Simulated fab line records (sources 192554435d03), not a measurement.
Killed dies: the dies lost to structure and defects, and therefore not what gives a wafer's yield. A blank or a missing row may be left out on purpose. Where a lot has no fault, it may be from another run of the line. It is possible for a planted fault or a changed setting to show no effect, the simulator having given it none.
Split-lot trial || flow n5-finfet || 21 wafers read from 7 lots, route of 1938 steps

== ABOUT THE SPLIT ==
At N5_WELL_APT_COAT_02 (resist thk 950 nm), the setting spin-rpm was moved away from the recipe's 1357 rpm on 8 of the 21 wafers read, by -9.4% to +9.9%. The other wafers ran this setting at the recipe's value.

The split's own step is where the reading is taken.

== THE READING ==
coat_of_WELL_APT_COAT_02.thk-nm (the simulator's own value, which no gauge read), in nm, at N5_WELL_APT_COAT_02 (resist thk 950 nm). There is no usual value for it anywhere in the file. Across the 13 wafers here that went through the recipe, the average is 950.8 nm and the standard deviation 2 nm.

{"wafer": "L078.1", "tool, chamber at the split": "litho-track-04, 0", "spin-rpm as run, rpm": 1230, "against the recipe": "-9.4%", "coat_of_WELL_APT_COAT_02.thk-nm, nm": 999.2, "against lot-mates on the recipe": "+47.9"}
{"wafer": "L078.4", "tool, chamber at the split": "litho-track-04, 0", "spin-rpm as run, rpm": 1357, "against the recipe": "recipe", "coat_of_WELL_APT_COAT_02.thk-nm, nm": 951.3, "against lot-mates on the recipe": "-"}
{"wafer": "L078.5", "tool, chamber at the split": "litho-track-04, 0", "spin-rpm as run, rpm": 1230, "against the recipe": "-9.4%", "coat_of_WELL_APT_COAT_02.thk-nm, nm": 997, "against lot-mates on the recipe": "+45.7"}
{"wafer": "L079.1", "tool, chamber at the split": "litho-track-02, 0", "spin-rpm as run, rpm": 1492, "against the recipe": "+9.9%", "coat_of_WELL_APT_COAT_02.thk-nm, nm": 907.7, "against lot-mates on the recipe": -45.2}
{"wafer": "L079.2", "tool, chamber at the split": "litho-track-02, 0", "spin-rpm as run, rpm": 1357, "against the recipe": "recipe", "coat_of_WELL_APT_COAT_02.thk-nm, nm": 952.9, "against lot-mates on the recipe": "-"}
{"wafer": "L079.6", "tool, chamber at the split": "litho-track-02, 0", "spin-rpm as run, rpm": 1492, "against the recipe": "+9.9%", "coat_of_WELL_APT_COAT_02.thk-nm, nm": 906.6, "against lot-mates on the recipe": -46.3}
{"wafer": "L080.1", "tool, chamber at the split": "litho-track-02, 0", "spin-rpm as run, rpm": 1357, "against the recipe": "recipe", "coat_of_WELL_APT_COAT_02.thk-nm, nm": 951.6, "against lot-mates on the recipe": "-"}
{"wafer": "L080.2", "tool, chamber at the split": "litho-track-02, 0", "spin-rpm as run, rpm": 1357, "against the recipe": "recipe", "coat_of_WELL_APT_COAT_02.thk-nm, nm": 951.5, "against lot-mates on the recipe": "-"}
{"wafer": "L080.3", "tool, chamber at the split": "litho-track-02, 0", "spin-rpm as run, rpm": 1357, "against the recipe": "recipe", "coat_of_WELL_APT_COAT_02.thk-nm, nm": 953.5, "against lot-mates on the recipe": "-"}
{"wafer": "L082.2", "tool, chamber at the split": "litho-track-02, 0", "spin-rpm as run, rpm": 1357, "against the recipe": "recipe", "coat_of_WELL_APT_COAT_02.thk-nm, nm": 950.1, "against lot-mates on the recipe": "-"}
{"wafer": "L082.4", "tool, chamber at the split": "litho-track-02, 0", "spin-rpm as run, rpm": 1455, "against the recipe": "+7.2%", "coat_of_WELL_APT_COAT_02.thk-nm, nm": 916.4, "against lot-mates on the recipe": -33.7}
{"wafer": "L082.6", "tool, chamber at the split": "litho-track-02, 0", "spin-rpm as run, rpm": 1455, "against the recipe": "+7.2%", "coat_of_WELL_APT_COAT_02.thk-nm, nm": 915.8, "against lot-mates on the recipe": -34.3}
{"wafer": "L083.1", "tool, chamber at the split": "litho-track-04, 0", "spin-rpm as run, rpm": 1357, "against the recipe": "recipe", "coat_of_WELL_APT_COAT_02.thk-nm, nm": 952, "against lot-mates on the recipe": "-"}
{"wafer": "L083.5", "tool, chamber at the split": "litho-track-04, 0", "spin-rpm as run, rpm": 1357, "against the recipe": "recipe", "coat_of_WELL_APT_COAT_02.thk-nm, nm": 952.6, "against lot-mates on the recipe": "-"}
{"wafer": "L083.6", "tool, chamber at the split": "litho-track-04, 0", "spin-rpm as run, rpm": 1357, "against the recipe": "recipe", "coat_of_WELL_APT_COAT_02.thk-nm, nm": 951.5, "against lot-mates on the recipe": "-"}
{"wafer": "L085.4", "tool, chamber at the split": "litho-track-02, 0", "spin-rpm as run, rpm": 1357, "against the recipe": "recipe", "coat_of_WELL_APT_COAT_02.thk-nm, nm": 947.9, "against lot-mates on the recipe": "-"}
{"wafer": "L085.5", "tool, chamber at the split": "litho-track-02, 0", "spin-rpm as run, rpm": 1357, "against the recipe": "recipe", "coat_of_WELL_APT_COAT_02.thk-nm, nm": 946.5, "against lot-mates on the recipe": "-"}
{"wafer": "L085.6", "tool, chamber at the split": "litho-track-02, 0", "spin-rpm as run, rpm": 1449, "against the recipe": "+6.8%", "coat_of_WELL_APT_COAT_02.thk-nm, nm": 918.1, "against lot-mates on the recipe": -29.1}
{"wafer": "L097.2", "tool, chamber at the split": "litho-track-05, 0", "spin-rpm as run, rpm": 1304, "against the recipe": "-3.9%", "coat_of_WELL_APT_COAT_02.thk-nm, nm": 965.7, "against lot-mates on the recipe": "+16.2"}
{"wafer": "L097.3", "tool, chamber at the split": "litho-track-05, 0", "spin-rpm as run, rpm": 1357, "against the recipe": "recipe", "coat_of_WELL_APT_COAT_02.thk-nm, nm": 950.9, "against lot-mates on the recipe": "-"}
{"wafer": "L097.5", "tool, chamber at the split": "litho-track-05, 0", "spin-rpm as run, rpm": 1357, "against the recipe": "recipe", "coat_of_WELL_APT_COAT_02.thk-nm, nm": 948.2, "against lot-mates on the recipe": "-"}

FIT RESULTS
A straight line over all 21 wafers: coat_of_WELL_APT_COAT_02.thk-nm changes by -4.72 nm for each +1% of spin-rpm; r = -1.00; the points scatter about the line by 2.4 nm.
The same after taking each lot's own level away (the mean of its wafers on the recipe; 21 wafers): -4.73 nm for each +1%; r = -1.00; scatter 1.4 nm.
That fit puts the effect of the largest move of spin-rpm on the reading at 47 nm.
The lots' own levels span 947.20 to 952.90 nm, that is 2.8 times the standard deviation above.
Consequently the slope shifts little with the lot-to-lot level, the two slopes agreeing.
Check: -47 nm against its lot-mates is what the line predicts for one of the wafers moved furthest among these (+9.9%) when that wafer is left out of the fit. It came out at -45.2 nm against them.

== OTHER SPLITS ON THESE WAFERS ==
Other splits were also applied to these wafers ahead of the reading. Each is held against what the fit with the lots' levels taken away leaves over:
{"other split on the same wafers": "N5_ZERO_LAYER_EXPOSE_08 dose-mj", "wafers away from the commonest value": 11, "r with coat_of_WELL_APT_COAT_02.thk-nm (lot level and that fit taken away)": -0.17}

== THE FILE'S OWN FIT ==
coat_of_WELL_APT_COAT_02.thk-nm changes by -4.66 nm for each +1% of spin-rpm, r = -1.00.
